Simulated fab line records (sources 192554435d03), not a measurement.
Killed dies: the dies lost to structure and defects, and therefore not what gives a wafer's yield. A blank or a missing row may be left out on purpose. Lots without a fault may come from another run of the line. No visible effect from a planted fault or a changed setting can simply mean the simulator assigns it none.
Which tool was responsible? + flow n5_finfet + 24 lots, 72 wafers sampled, at 6 steps of a route of 1938

WHAT THE GAUGES READ, wafer by wafer
N5_HKMG_FIN_CD_MEAS_49: the cd target is 202 nm.
| lot  | measured    | on        | cd_nm (nm)        |
|------|-------------|-----------|-------------------|
| L074 | day 4 00:32 | cd_sem-03 | 202.4 201.7 202.9 |
| L075 | day 4 05:31 | cd_sem-03 | 202.1 202.2 201.8 |
| L076 | day 4 12:14 | cd_sem-03 | 202.4 203.0 202.7 |
| L077 | day 4 20:26 | cd_sem-03 | 202.6 203.1 202.1 |
| L078 | day 4 22:59 | cd_sem-03 | 202.0 202.3 202.2 |
| L079 | day 5 09:47 | cd_sem-02 | 202.0 201.6 202.0 |
| L080 | day 5 11:22 | cd_sem-01 | 202.2 201.9 202.6 |
| L081 | day 5 19:38 | cd_sem-01 | 202.1 202.1 202.1 |
| L082 | day 6 00:43 | cd_sem-02 | 201.0 201.2 201.7 |
| L083 | day 6 07:52 | cd_sem-02 | 201.7 202.2 202.4 |
| L084 | day 6 16:08 | cd_sem-01 | 202.8 201.8 202.4 |
| L085 | day 6 17:39 | cd_sem-01 | 202.2 201.7 202.2 |
| L086 | day 6 23:55 | cd_sem-01 | 202.7 200.6 201.0 |
| L087 | day 7 05:57 | cd_sem-02 | 202.0 201.5 201.9 |
| L088 | day 7 13:35 | cd_sem-01 | 201.7 202.8 201.4 |
| L089 | day 7 19:37 | cd_sem-02 | 202.0 202.8 202.5 |
| L090 | day 7 23:56 | cd_sem-01 | 201.2 201.7 202.9 |
| L091 | day 8 08:17 | cd_sem-01 | 201.4 202.1 201.4 |
| L092 | day 8 18:55 | cd_sem-03 | 202.7 202.3 202.1 |
| L093 | day 8 17:55 | cd_sem-03 | 202.7 202.3 201.3 |
| L094 | day 9 00:17 | cd_sem-01 | 202.4 201.8 202.8 |
| L095 | day 9 08:25 | cd_sem-03 | 202.2 200.8 200.9 |
| L096 | day 9 13:26 | cd_sem-02 | 202.1 202.1 201.3 |
| L097 | day 9 18:15 | cd_sem-01 | 202.2 201.9 201.9 |

WHAT TOOL EACH LOT RAN ON (gives the tool, then ch and the chambers of the sampled wafers, and finally the start)
| lot  | N5_SD_EPI_N_LINER_46             | N5_SDB_ETCH_17                    | N5_SDB_ETCH_25                    | N5_HKMG_FIN_HK_ALD_01           | N5_HKMG_FIN_ALD_74              |
|------|----------------------------------|-----------------------------------|-----------------------------------|---------------------------------|---------------------------------|
| L074 | ald_sin-03 ch 0,2, day 3 06:13   | rie_diel-04 ch 0,2,3, day 3 18:49 | rie_diel-02 ch 0,1,3, day 3 19:19 | ald_hk-03 ch 1,2,3, day 3 23:27 | ald_hk-02 ch 0,2,3, day 3 23:59 |
| L075 | ald_sin-02 ch 1,3, day 3 11:47   | rie_diel-04 ch 0,2,3, day 4 00:02 | rie_diel-04 ch 1,3, day 4 00:35   | ald_hk-02 ch 2,3, day 4 04:34   | ald_hk-02 ch 0,1,3, day 4 04:58 |
| L076 | ald_sin-02 ch 0,1,2, day 3 17:49 | rie_diel-02 ch 2,3, day 4 06:07   | rie_diel-02 ch 0,1,2, day 4 07:14 | ald_hk-01 ch 0,3, day 4 11:11   | ald_hk-02 ch 0,3, day 4 11:41   |
| L077 | ald_sin-04 ch 0,1,3, day 4 02:40 | rie_diel-02 ch 1,2,3, day 4 14:51 | rie_diel-04 ch 0,1, day 4 15:35   | ald_hk-03 ch 1,3, day 4 19:29   | ald_hk-01 ch 0,1, day 4 19:53   |
| L078 | ald_sin-04 ch 0,1,2, day 4 04:47 | rie_diel-02 ch 1,2, day 4 17:30   | rie_diel-02 ch 0,3, day 4 17:59   | ald_hk-03 ch 0,1,3, day 4 22:10 | ald_hk-01 ch 1,2,3, day 4 22:34 |
| L079 | ald_sin-03 ch 0,2,3, day 4 11:42 | rie_diel-02 ch 0,2,3, day 5 03:46 | rie_diel-02 ch 0,2,3, day 5 04:46 | ald_hk-02 ch 0,1,3, day 5 08:42 | ald_hk-03 ch 0,1,3, day 5 09:15 |
| L080 | ald_sin-04 ch 0,1,3, day 4 16:32 | rie_diel-02 ch 0,1,3, day 5 05:41 | rie_diel-02 ch 0,2,3, day 5 06:11 | ald_hk-01 ch 0,1,2, day 5 10:16 | ald_hk-02 ch 0,1,3, day 5 10:50 |
| L081 | ald_sin-04 ch 0,2,3, day 4 23:45 | rie_diel-01 ch 0,2,3, day 5 13:36 | rie_diel-02 ch 1,2, day 5 14:44   | ald_hk-01 ch 0,1,2, day 5 18:38 | ald_hk-02 ch 0,1,3, day 5 19:05 |
| L082 | ald_sin-04 ch 0,3, day 5 04:30   | rie_diel-02 ch 1,2, day 5 17:37   | rie_diel-02 ch 1,2, day 5 19:01   | ald_hk-02 ch 0,1,2, day 5 23:46 | ald_hk-03 ch 1,2, day 6 00:10   |
| L083 | ald_sin-03 ch 0,2,3, day 5 11:47 | rie_diel-02 ch 1,2, day 6 01:12   | rie_diel-01 ch 0,2,3, day 6 03:06 | ald_hk-02 ch 0,1,2, day 6 07:01 | ald_hk-03 ch 1,2, day 6 07:26   |
| L084 | ald_sin-03 ch 1,2, day 5 21:57   | rie_diel-01 ch 1,2, day 6 10:50   | rie_diel-04 ch 0,2,3, day 6 11:19 | ald_hk-02 ch 0,3, day 6 15:19   | ald_hk-01 ch 1,2,3, day 6 15:43 |
| L085 | ald_sin-02 ch 1,2,3, day 5 23:55 | rie_diel-01 ch 0,1,3, day 6 12:08 | rie_diel-01 ch 1,2,3, day 6 12:37 | ald_hk-02 ch 0,1,2, day 6 16:34 | ald_hk-01 ch 0,1,2, day 6 17:07 |
| L086 | ald_sin-02 ch 0,1,3, day 6 06:15 | rie_diel-04 ch 1,2,3, day 6 18:32 | rie_diel-04 ch 0,1,2, day 6 19:01 | ald_hk-01 ch 0,1,3, day 6 22:56 | ald_hk-02 ch 0,1,2, day 6 23:23 |
| L087 | ald_sin-02 ch 1,2, day 6 11:11   | rie_diel-01 ch 0,3, day 7 00:00   | rie_diel-01 ch 0,2, day 7 00:59   | ald_hk-02 ch 0,1,2, day 7 05:01 | ald_hk-03 ch 2,3, day 7 05:25   |
| L088 | ald_sin-02 ch 2,3, day 6 20:01   | rie_diel-04 ch 0,2, day 7 08:04   | rie_diel-04 ch 1,3, day 7 08:34   | ald_hk-01 ch 0,3, day 7 12:28   | ald_hk-02 ch 0,1,2, day 7 12:52 |
| L089 | ald_sin-02 ch 2,3, day 7 00:44   | rie_diel-01 ch 0,1,3, day 7 13:44 | rie_diel-04 ch 1,2,3, day 7 14:47 | ald_hk-01 ch 2,3, day 7 18:43   | ald_hk-02 ch 0,2,3, day 7 19:11 |
| L090 | ald_sin-04 ch 0,2,3, day 7 06:23 | rie_diel-04 ch 0,1,2, day 7 18:35 | rie_diel-04 ch 1,2,3, day 7 19:07 | ald_hk-03 ch 0,2,3, day 7 23:04 | ald_hk-01 ch 0,1,2, day 7 23:31 |
| L091 | ald_sin-03 ch 0,1,3, day 7 12:11 | rie_diel-02 ch 0,2,3, day 8 02:35 | rie_diel-02 ch 0,3, day 8 03:05   | ald_hk-01 ch 0,1,2, day 8 07:20 | ald_hk-02 ch 0,1, day 8 07:44   |
| L092 | ald_sin-03 ch 0,1,2, day 7 18:42 | rie_diel-02 ch 0,1,2, day 8 12:32 | rie_diel-04 ch 0,3, day 8 13:06   | ald_hk-02 ch 0,3, day 8 17:58   | ald_hk-03 ch 0,1,2, day 8 18:22 |
| L093 | ald_sin-03 ch 0,1,2, day 7 22:26 | rie_diel-02 ch 0,3, day 8 11:27   | rie_diel-01 ch 0,3, day 8 12:20   | ald_hk-03 ch 0,2,3, day 8 16:57 | ald_hk-01 ch 0,2,3, day 8 17:23 |
| L094 | ald_sin-04 ch 1,2,3, day 8 05:24 | rie_diel-02 ch 0,2, day 8 19:01   | rie_diel-04 ch 0,1,3, day 8 19:31 | ald_hk-03 ch 0,3, day 8 23:28   | ald_hk-01 ch 0,3, day 8 23:52   |
| L095 | ald_sin-03 ch 0,3, day 8 14:23   | rie_diel-02 ch 1,2,3, day 9 02:59 | rie_diel-01 ch 0,1,2, day 9 03:28 | ald_hk-01 ch 0,1,2, day 9 07:28 | ald_hk-02 ch 1,3, day 9 07:53   |
| L096 | ald_sin-02 ch 0,1,3, day 8 17:54 | rie_diel-01 ch 0,2,3, day 9 07:40 | rie_diel-04 ch 0,1, day 9 08:11   | ald_hk-01 ch 2,3, day 9 12:24   | ald_hk-02 ch 0,1,2, day 9 12:54 |
| L097 | ald_sin-03 ch 1,2, day 8 22:35   | rie_diel-02 ch 2,3, day 9 12:46   | rie_diel-01 ch 0,1,3, day 9 13:31 | ald_hk-03 ch 0,2,3, day 9 17:25 | ald_hk-01 ch 0,1,3, day 9 17:49 |
- N5_SD_EPI_N_LINER_46: material SiNx, target thk 3 nm.
- N5_SDB_ETCH_17: etches SiARC in CF4, target depth 23.4 nm, time 39 s.
- N5_SDB_ETCH_25: etches SiO2 in C4F6/O2, target depth 10 nm, time 3.3 s.
- N5_HKMG_FIN_HK_ALD_01: deposits HfO2, target thk 1.6 nm, pulse time 3 s, purge time 3 s.
- N5_HKMG_FIN_ALD_74: deposits La2O3, target thk 0.5 nm, pulse time 6 s, co reactant pulse time 1 s.

AS READ BY THE TOOLS THEMSELVES (means over the sampled wafers that have a number; for cases with no such wafer, the mark the record gives instead)
N5_SD_EPI_N_LINER_46.
| lot  | tool       | heater_power_outer_w (W) | heater_power_w (W) | susceptor_temp_C (C) |
|------|------------|--------------------------|--------------------|----------------------|
| L074 | ald_sin-03 | 513                      | 818                | 400.02               |
| L075 | ald_sin-02 | 533                      | 844                | 400.12               |
| L076 | ald_sin-02 | 521                      | 847                | 399.97               |
| L077 | ald_sin-04 | 503                      | 864                | 400.00               |
| L078 | ald_sin-04 | 512                      | 844                | 400.08               |
| L079 | ald_sin-03 | 542                      | 871                | 400.14               |
| L080 | ald_sin-04 | 516                      | 853                | 400.05               |
| L081 | ald_sin-04 | 555                      | 900                | 400.06               |
| L082 | ald_sin-04 | 535                      | 904                | 400.22               |
| L083 | ald_sin-03 | 542                      | 877                | 400.11               |
| L084 | ald_sin-03 | 524                      | 860                | 400.19               |
| L085 | ald_sin-02 | 517                      | 815                | 399.88               |
| L086 | ald_sin-02 | 543                      | 844                | 399.94               |
| L087 | ald_sin-02 | 559                      | 862                | 399.99               |
| L088 | ald_sin-02 | 462                      | 737                | 399.93               |
| L089 | ald_sin-02 | 463                      | 734                | 399.96               |
| L090 | ald_sin-04 | 555                      | 893                | 399.95               |
| L091 | ald_sin-03 | 558                      | 883                | 399.92               |
| L092 | ald_sin-03 | 526                      | 852                | 400.04               |
| L093 | ald_sin-03 | 522                      | 858                | 399.83               |
| L094 | ald_sin-04 | 529                      | 862                | 400.32               |
| L095 | ald_sin-03 | 582                      | 921                | 400.07               |
| L096 | ald_sin-02 | 540                      | 850                | 400.10               |
| L097 | ald_sin-03 | 550                      | 896                | 399.97               |

N5_SDB_ETCH_17.
| lot  | tool        | drypump_motor_current_A (A) | etch_rf_on_time_s (s) | oes_product_au (a.u.) | rf_vpp_V (V) | showerhead_plenum_p_Torr (Torr) | throttle_valve_pct (%) |
|------|-------------|-----------------------------|-----------------------|-----------------------|--------------|---------------------------------|------------------------|
| L074 | rie_diel-04 | 5.5                         | 38.9                  | 0.79                  | 184.2        | 2.17                            | 15.42                  |
| L075 | rie_diel-04 | 5.4                         | 39.0                  | 0.79                  | 184.3        | 2.16                            | 15.43                  |
| L076 | rie_diel-02 | 5.8                         | 38.0                  | 0.78                  | 183.8        | 2.16                            | 15.46                  |
| L077 | rie_diel-02 | 5.9                         | 38.5                  | 0.73                  | 184.6        | 2.14                            | 15.51                  |
| L078 | rie_diel-02 | 6.0                         | 38.4                  | 0.73                  | 183.7        | 2.08                            | 15.64                  |
| L079 | rie_diel-02 | 5.6                         | 38.9                  | 0.70                  | 183.9        | 2.17                            | 15.53                  |
| L080 | rie_diel-02 | 5.8                         | 39.4                  | 0.65                  | 183.4        | 2.15                            | 15.54                  |
| L081 | rie_diel-01 | 6.0                         | 38.9                  | 0.71                  | 182.6        | 2.12                            | 15.52                  |
| L082 | rie_diel-02 | 5.8                         | 38.4                  | 0.75                  | 183.5        | 2.10                            | 15.63                  |
| L083 | rie_diel-02 | 5.8                         | 38.5                  | 0.74                  | 183.7        | 2.09                            | 15.65                  |
| L084 | rie_diel-01 | 5.4                         | 38.9                  | 0.64                  | 183.3        | 2.11                            | 15.64                  |
| L085 | rie_diel-01 | 5.8                         | 38.8                  | 0.67                  | 183.8        | 2.07                            | 15.64                  |
| L086 | rie_diel-04 | 5.2                         | 39.1                  | 0.72                  | 184.6        | 2.15                            | 15.46                  |
| L087 | rie_diel-01 | 6.2                         | 39.1                  | 0.69                  | 183.5        | 2.08                            | 15.54                  |
| L088 | rie_diel-04 | 5.2                         | 39.4                  | 0.76                  | 184.6        | 2.16                            | 15.38                  |
| L089 | rie_diel-01 | 5.8                         | 38.5                  | 0.66                  | 182.8        | 2.06                            | 15.66                  |
| L090 | rie_diel-04 | 5.4                         | 38.9                  | 0.73                  | 183.9        | 2.12                            | 15.48                  |
| L091 | rie_diel-02 | 5.6                         | 38.8                  | 0.67                  | 183.9        | 2.16                            | 15.59                  |
| L092 | rie_diel-02 | 5.7                         | 39.0                  | 0.67                  | 183.4        | 2.10                            | 15.72                  |
| L093 | rie_diel-02 | 5.7                         | 39.5                  | 0.63                  | 184.9        | 2.20                            | 15.46                  |
| L094 | rie_diel-02 | 5.5                         | 38.9                  | 0.70                  | 184.3        | 2.11                            | 15.70                  |
| L095 | rie_diel-02 | 5.9                         | 38.8                  | 0.68                  | 183.5        | 2.13                            | 15.58                  |
| L096 | rie_diel-01 | 6.0                         | 38.9                  | 0.66                  | 183.5        | 2.10                            | 15.60                  |
| L097 | rie_diel-02 | 5.8                         | 39.0                  | 0.71                  | 183.9        | 2.14                            | 15.57                  |

N5_SDB_ETCH_25.
| lot  | tool        | C4F6_flow_sccm (sccm) | drypump_motor_current_A (A) | oes_product_au (a.u.) | rf_vpp_V (V) | showerhead_plenum_p_Torr (Torr) | throttle_valve_pct (%) |
|------|-------------|-----------------------|-----------------------------|-----------------------|--------------|---------------------------------|------------------------|
| L074 | rie_diel-02 | 9.996                 | 5.7                         | 0.78                  | 670          | 2.87                            | 21.11                  |
| L075 | rie_diel-04 | 9.991                 | 5.5                         | 0.85                  | 670          | 2.87                            | 21.20                  |
| L076 | rie_diel-02 | 10.015                | 5.7                         | 0.83                  | 655          | 2.81                            | 21.27                  |
| L077 | rie_diel-04 | 10.004                | 5.6                         | 0.84                  | 661          | 2.77                            | 21.13                  |
| L078 | rie_diel-02 | 9.999                 | 5.7                         | 0.78                  | 677          | 2.95                            | 20.98                  |
| L079 | rie_diel-02 | 10.002                | 5.6                         | 0.82                  | 662          | 2.89                            | 21.16                  |
| L080 | rie_diel-02 | 9.979                 | 5.6                         | 0.82                  | 662          | 2.89                            | 21.15                  |
| L081 | rie_diel-02 | 9.988                 | 5.9                         | 0.88                  | 645          | 2.78                            | 21.31                  |
| L082 | rie_diel-02 | 9.990                 | 6.0                         | 0.83                  | 651          | 2.77                            | 21.28                  |
| L083 | rie_diel-01 | 10.029                | 6.0                         | 0.82                  | 669          | 2.81                            | 21.13                  |
| L084 | rie_diel-04 | 10.010                | 5.5                         | 0.90                  | 674          | 2.88                            | 21.09                  |
| L085 | rie_diel-01 | 9.999                 | 5.6                         | 0.76                  | 673          | 2.78                            | 21.21                  |
| L086 | rie_diel-04 | 10.007                | 5.4                         | 0.86                  | 666          | 2.81                            | 21.06                  |
| L087 | rie_diel-01 | 9.998                 | 5.9                         | 0.80                  | 667          | 2.83                            | 21.13                  |
| L088 | rie_diel-04 | 10.029                | 5.5                         | 0.82                  | 670          | 2.86                            | 21.22                  |
| L089 | rie_diel-04 | 10.013                | 5.2                         | 0.84                  | 669          | 2.85                            | 21.11                  |
| L090 | rie_diel-04 | 9.985                 | 5.2                         | 0.84                  | 669          | 2.85                            | 21.09                  |
| L091 | rie_diel-02 | 10.013                | 5.7                         | 0.75                  | 678          | 2.93                            | 21.02                  |
| L092 | rie_diel-04 | 9.999                 | 5.9                         | 0.86                  | 671          | 2.84                            | 21.22                  |
| L093 | rie_diel-01 | 10.028                | 6.2                         | 0.79                  | 669          | 2.76                            | 21.16                  |
| L094 | rie_diel-04 | 10.023                | 5.7                         | 0.83                  | 667          | 2.82                            | 21.22                  |
| L095 | rie_diel-01 | 10.011                | 5.7                         | 0.84                  | 663          | 2.88                            | 21.14                  |
| L096 | rie_diel-04 | 10.018                | 5.9                         | 0.82                  | 664          | 2.78                            | 21.19                  |
| L097 | rie_diel-01 | 10.006                | 5.8                         | 0.84                  | 665          | 2.85                            | 21.14                  |

N5_HKMG_FIN_HK_ALD_01.
| lot  | tool      | precursor_pulse_height_rel |
|------|-----------|----------------------------|
| L074 | ald_hk-03 | 1.005                      |
| L075 | ald_hk-02 | 0.992                      |
| L076 | ald_hk-01 | 0.991                      |
| L077 | ald_hk-03 | 1.002                      |
| L078 | ald_hk-03 | 1.006                      |
| L079 | ald_hk-02 | 0.996                      |
| L080 | ald_hk-01 | 0.996                      |
| L081 | ald_hk-01 | 0.991                      |
| L082 | ald_hk-02 | 1.007                      |
| L083 | ald_hk-02 | 1.018                      |
| L084 | ald_hk-02 | 1.004                      |
| L085 | ald_hk-02 | 0.993                      |
| L086 | ald_hk-01 | 1.013                      |
| L087 | ald_hk-02 | 1.004                      |
| L088 | ald_hk-01 | 1.009                      |
| L089 | ald_hk-01 | 1.019                      |
| L090 | ald_hk-03 | 1.007                      |
| L091 | ald_hk-01 | 1.006                      |
| L092 | ald_hk-02 | 0.988                      |
| L093 | ald_hk-03 | 1.012                      |
| L094 | ald_hk-03 | 1.007                      |
| L095 | ald_hk-01 | 1.004                      |
| L096 | ald_hk-01 | 1.008                      |
| L097 | ald_hk-03 | 0.989                      |

N5_HKMG_FIN_ALD_74.
| lot  | tool      | heater_power_outer_w (W) | heater_power_w (W) | precursor_pulse_height_rel | susceptor_temp_C (C) |
|------|-----------|--------------------------|--------------------|----------------------------|----------------------|
| L074 | ald_hk-02 | 183                      | 343                | 0.980                      | 249.90               |
| L075 | ald_hk-02 | 186                      | 351                | 1.001                      | 249.97               |
| L076 | ald_hk-02 | 188                      | 348                | 1.012                      | 249.96               |
| L077 | ald_hk-01 | 198                      | 357                | 0.999                      | 249.87               |
| L078 | ald_hk-01 | 187                      | 340                | 0.993                      | 250.05               |
| L079 | ald_hk-03 | 177                      | 338                | 0.978                      | 249.97               |
| L080 | ald_hk-02 | 189                      | 346                | 0.976                      | 249.99               |
| L081 | ald_hk-02 | 185                      | 354                | 0.994                      | 250.15               |
| L082 | ald_hk-03 | 185                      | 356                | 0.987                      | 250.01               |
| L083 | ald_hk-03 | 184                      | 356                | 1.022                      | 249.97               |
| L084 | ald_hk-01 | 188                      | 335                | 1.002                      | 249.93               |
| L085 | ald_hk-01 | 194                      | 343                | 1.004                      | 250.03               |
| L086 | ald_hk-02 | 187                      | 345                | 0.999                      | 250.10               |
| L087 | ald_hk-03 | 193                      | 358                | 0.996                      | 249.98               |
| L088 | ald_hk-02 | 185                      | 343                | 1.006                      | 249.93               |
| L089 | ald_hk-02 | 184                      | 339                | 1.015                      | 250.05               |
| L090 | ald_hk-01 | 196                      | 354                | 0.974                      | 249.95               |
| L091 | ald_hk-02 | 190                      | 348                | 0.995                      | 249.96               |
| L092 | ald_hk-03 | 175                      | 341                | 1.022                      | 250.01               |
| L093 | ald_hk-01 | 202                      | 366                | 1.006                      | 249.94               |
| L094 | ald_hk-01 | 202                      | 359                | 1.023                      | 249.99               |
| L095 | ald_hk-02 | 185                      | 333                | 0.995                      | 250.10               |
| L096 | ald_hk-02 | 189                      | 336                | 0.993                      | 250.23               |
| L097 | ald_hk-01 | 192                      | 344                | 1.000                      | 249.98               |

THE ANSWER, worked out from the rows above alone
Rule: the usual values come from the lots themselves. The widest of any qualifying gaps counts: lots, ordered by their means at a reading, are off when they make up no more than a third of the lots, leave a main group of 4 or more, and stand apart from it by 3 or more times the standard deviation of that group's means. If all means in a main group match to the digits the tables above print for the reading, that group is not used. A lot without any number at a reading at which 4 lots or more have one is off too. Where the step has rows for the other lots, those lots are counted as sound. After the gauges, taken in route order, come the tools' own readings; for these a lot's mean is taken, as printed above. At the first step where some lot is off, the reading lying furthest off is the one used; lots without a number count as furthest.
No lot is off on any of the readings shown, so nothing can be concluded from this.

WHAT THE SIMULATOR HAD PUT IN
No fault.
